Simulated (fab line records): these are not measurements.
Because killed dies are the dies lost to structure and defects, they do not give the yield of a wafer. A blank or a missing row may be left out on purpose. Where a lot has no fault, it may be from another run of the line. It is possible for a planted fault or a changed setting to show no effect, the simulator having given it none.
Matching of chambers ; flow nandHarc ; rieDiel-04 running NHARC_A_CONTACT_ETCH_88: 4 sister chambers
The step etches the open film in CF4, target depth 39 nm, time 65 s. 14 wafers are shown with their chamber, then 7 later ones without.

## WAFERS PAIRED WITH THEIR CHAMBERS
wafer;chamber;drypumpMotorCurrentA (A);showerheadPlenumPTorr (Torr);throttleValvePct (%)
L075.1;2;6.1;1.67;13.283
L075.5;3;5.4;1.73;13.265
L075.6;0;5.4;1.65;13.287
L080.1;2;6.0;1.67;13.278
L080.2;1;4.8;1.69;13.298
L080.4;3;5.4;1.72;13.281
L079.1;3;5.4;1.72;13.289
L079.2;1;4.9;1.69;13.272
L079.6;3;5.4;1.72;13.289
L081.1;2;6.1;1.67;13.292
L081.5;1;4.8;1.69;13.292
L081.6;2;6.0;1.67;13.313
L089.3;2;6.0;1.66;13.288
L089.4;0;5.4;1.90;13.270

SIGNATURES (means of the wafers above)
reading;chamber 0;chamber 1;chamber 2;chamber 3;scatter within a chamber
drypumpMotorCurrentA;5.400;4.833;6.040;5.400;0.0432
showerheadPlenumPTorr;1.7750;1.6900;1.6680;1.7225;0.056
throttleValvePct;13.27850;13.28733;13.29080;13.28100;0.0128
Rule: a wafer's distance from a chamber is the root of the sum, over the readings, of the square of ((its reading less the chamber's mean) divided by the reading's scatter). If the next closest chamber is less than 2 further off than the closest, the wafer can't be placed; otherwise it belongs to the closest. The scatter is the square root of a quotient: the sum, over the shown wafers, of each reading's squared deviation from its chamber's mean, divided by wafers minus chambers.

## WAFERS MISSING THEIR CHAMBER
wafer;drypumpMotorCurrentA (A);showerheadPlenumPTorr (Torr);throttleValvePct (%)
L089.6;4.9;1.69;13.284
L091.1;5.4;1.71;13.290
L091.4;6.0;1.66;13.281
L091.5;6.0;1.66;13.286
L095.1;5.4;1.89;13.298
L095.4;4.8;1.68;13.277
L095.6;5.4;1.71;13.266

## WHICH CHAMBER EACH WENT THROUGH
wafer;from the rows above;in truth
L089.6;1;1
L091.1;can't be placed: 3 or 0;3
L091.4;2;2
L091.5;2;2
L095.1;can't be placed: 0 or 3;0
L095.4;1;1
L095.6;can't be placed: 3 or 0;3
Correct placement for 4 of the 7. Unplaceable from these rows: 3, with the true chamber sitting among the candidates in 3. Placed wrongly: 0.
